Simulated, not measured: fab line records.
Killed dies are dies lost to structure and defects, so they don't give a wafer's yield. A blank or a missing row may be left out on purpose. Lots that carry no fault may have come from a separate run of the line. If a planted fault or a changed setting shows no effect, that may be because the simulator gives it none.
Chamber matching | flow n5-finfet | N5_BEOL_M9_DEP_56 on pecvd-02: 3 sister chambers
The step deposits SiCN from 3MS/NH3, target thk 15 nm, time 26.5 s. 16 wafers are shown with their chamber, then 8 later ones without.

== WAFERS, EACH WITH ITS CHAMBER ==
wafer  | chamber | showerhead-vpp-V (V) | showerhead-plenum-p-Torr (Torr) | throttle-valve-pct (%)
L074.1 | 2       | 807                  | 3.685                           | 9.1
L074.3 | 0       | 874                  | 3.682                           | 9.2
L074.6 | 2       | 825                  | 3.669                           | 9.3
L079.1 | 2       | 810                  | 3.676                           | 9.5
L079.4 | 1       | 857                  | 3.647                           | 8.8
L079.6 | 2       | 827                  | 3.680                           | 9.3
L081.1 | 1       | 859                  | 3.644                           | 8.6
L081.3 | 2       | 831                  | 3.685                           | 9.3
L081.4 | 0       | 877                  | 3.678                           | 9.1
L084.1 | 0       | 874                  | 3.671                           | 9.4
L084.4 | 0       | 871                  | 3.679                           | 9.4
L084.6 | 2       | 828                  | 3.680                           | 9.3
L082.3 | 1       | 871                  | 3.656                           | 8.8
L082.4 | 2       | 815                  | 3.677                           | 9.2
L082.6 | 1       | 886                  | 3.655                           | 8.3
L085.2 | 0       | 874                  | 3.676                           | 9.1

SIGNATURES (means of the wafers above)
reading                  | chamber 0 | chamber 1 | chamber 2 | scatter within a chamber
showerhead-vpp-V         | 874.00    | 868.25    | 820.43    | 9.22
showerhead-plenum-p-Torr | 3.67720   | 3.65050   | 3.67886   | 0.00525
throttle-valve-pct       | 9.240     | 8.625     | 9.286     | 0.164
Rule: distance of a wafer from a chamber = root of the sum over the readings of ((wafer's reading minus chamber's mean) / reading's scatter) squared. The wafer belongs to the nearest chamber; if the next one is less than 2 further off, it can't be placed. How the scatter is found: for the shown wafers, subtract from each reading the mean of its chamber, square and add these, divide the total by (wafers less chambers), then take the root.

== WAFERS WITHOUT THEIR CHAMBER ==
wafer  | showerhead-vpp-V (V) | showerhead-plenum-p-Torr (Torr) | throttle-valve-pct (%)
L085.3 | 884                  | 3.645                           | 8.5
L085.4 | 877                  | 3.685                           | 9.3
L093.1 | 806                  | 3.688                           | 9.3
L093.4 | 817                  | 3.682                           | 9.4
L093.6 | 820                  | 3.673                           | 9.5
L094.1 | 868                  | 3.670                           | 9.1
L094.2 | 826                  | 3.677                           | 9.2
L094.5 | 891                  | 3.680                           | 9.0

== CHAMBER TAKEN BY EACH ==
wafer  | from the rows above | in truth
L085.3 | 1                   | 1
L085.4 | 0                   | 0
L093.1 | 2                   | 2
L093.4 | 2                   | 2
L093.6 | 2                   | 2
L094.1 | 0                   | 0
L094.2 | 2                   | 2
L094.5 | 0                   | 0
8 of 8 placed correctly. From these rows, 0 cannot be placed. Wrongly placed: 0.
